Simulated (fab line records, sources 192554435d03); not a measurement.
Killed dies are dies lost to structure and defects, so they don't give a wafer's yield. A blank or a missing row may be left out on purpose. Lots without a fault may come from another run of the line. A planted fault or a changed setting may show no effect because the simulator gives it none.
A struck lot beside a sound one | flow n5_finfet | 18 steps out of a route of 1938
Sound: wafers L665.1, L665.2, L665.6. Struck: wafers L668.2, L668.3, L668.5. The cause comes at the end.
At each step with rows: each side's tool, then ch and its chambers, then its first start. Under that, the readings that differ: sound wafers | struck wafers | difference of the means | sigmas: that difference in standard deviations of wafers without a fault.
alike: readings whose means differ by less than 2 such deviations, and words and numbers that are the same on both sides. not compared: withheld readings, readings that some wafer has no value for, bounds like >300 that may hide the same value, and numbers for which the record gives no deviation and whose values overlap.
The two part at a step that has a row with sigmas, a row that says differs or no value, or rows on one side only. Numbers that don't overlap but have no deviation are shown without sigmas and don't part them. A reading that every wafer of one side lacks parts them only if that side has two wafers or more.

first, 8 steps without rows for these wafers: N5_ILD0_CMP_03 (polishes, stops on SiNx, t overpolish 1.9 s, target thk 197.38 nm); N5_ILD0_CMP_07 (polishes SiO2 flowable, stops on poly-Si, t overpolish 1.18 s, target thk 138.88 nm); N5_ILD0_PRECLEAN_10 (cleans in NF3:NH3, afs cycles 5, time 20 s, sublimation time 60 s); N5_ILD0_ALD_15 (deposits SiNx, target thk 24 nm, pulse time 1 s, ald cycles 480); N5_ILD0_CMP_12 (polishes SiNx, stops on poly-Si, t overpolish 6 s, target thk 17.67 nm); N5_SDB_HM_DEP_00 (deposits SiNx from SiH4/NH3/N2, target thk 40 nm, time 35.3 s); N5_SDB_COAT_03 (time 60 s, resist thk 100 nm); N5_SDB_COAT_04 (time 60 s, resist thk 18 nm).
N5_SDB_COAT_05: resist thk 90 nm.
  sound on litho_track-05 ch 0, day 6 21:08; struck on litho_track-05 ch 0, day 7 14:18
  reading                                  | sound                | struck               | difference | sigmas
  spin_speed_rpm (rpm)                     | 1499.0 1501.8 1500.2 | 1228.5 1227.5 1227.7 | -272.4     | -99 or more
  model.CAR-ArF_of_SDB_COAT_05.thk_nm (nm) | 90.6 90.4 90.4       | 100.6 100.2 100.2    | +9.9       |
then, 6 steps without rows for these wafers: N5_SDB_EBR_07; N5_SDB_SOFTBAKE_06 (time 60 s); N5_SDB_EXPOSE_08 (exposes mask SDB); N5_SDB_PEB_09 (peb time 60 s); N5_SDB_DEVELOP_10 (develop time 30 s); N5_SDB_DESCUM_16 (chemistry O2, time 7.9 s).
N5_SDB_ETCH_17: etches SiARC in CF4, target depth 23.4 nm, time 39 s.
  sound on rie_diel-04 ch 0,1, day 6 21:37; struck on rie_diel-04 ch 1,3, day 7 14:55
  reading                                  | sound        | struck     | difference | sigmas
  model.CAR-ArF_of_SDB_COAT_05.thk_nm (nm) | 67.2 67.2 67 | 77.2 77 77 | +9.9       |
  alike: drypump_motor_current_A, etch_rf_on_time_s, oes_product_au, rf_vpp_V, showerhead_plenum_p_Torr, throttle_valve_pct
  not compared: rf_hours_counter_h
then, 1 step without rows for these wafers: N5_SDB_ETCH_18 (etches SOC in N2/H2, target depth 100 nm, overetch 20 nm, time 150 s).
N5_PASSIVATION_PROBE_49:
  the record has rows for the sound wafers here (prober-01, day 16 23:23) and none for the struck ones

WHERE THEY PART
First at N5_SDB_COAT_05; last, within this record, at N5_PASSIVATION_PROBE_49.

WHY: what the simulator had put in
Process parameter drift: litho_track-05, from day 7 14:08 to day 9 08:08, at N5_SDB_COAT_05. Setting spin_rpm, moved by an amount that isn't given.
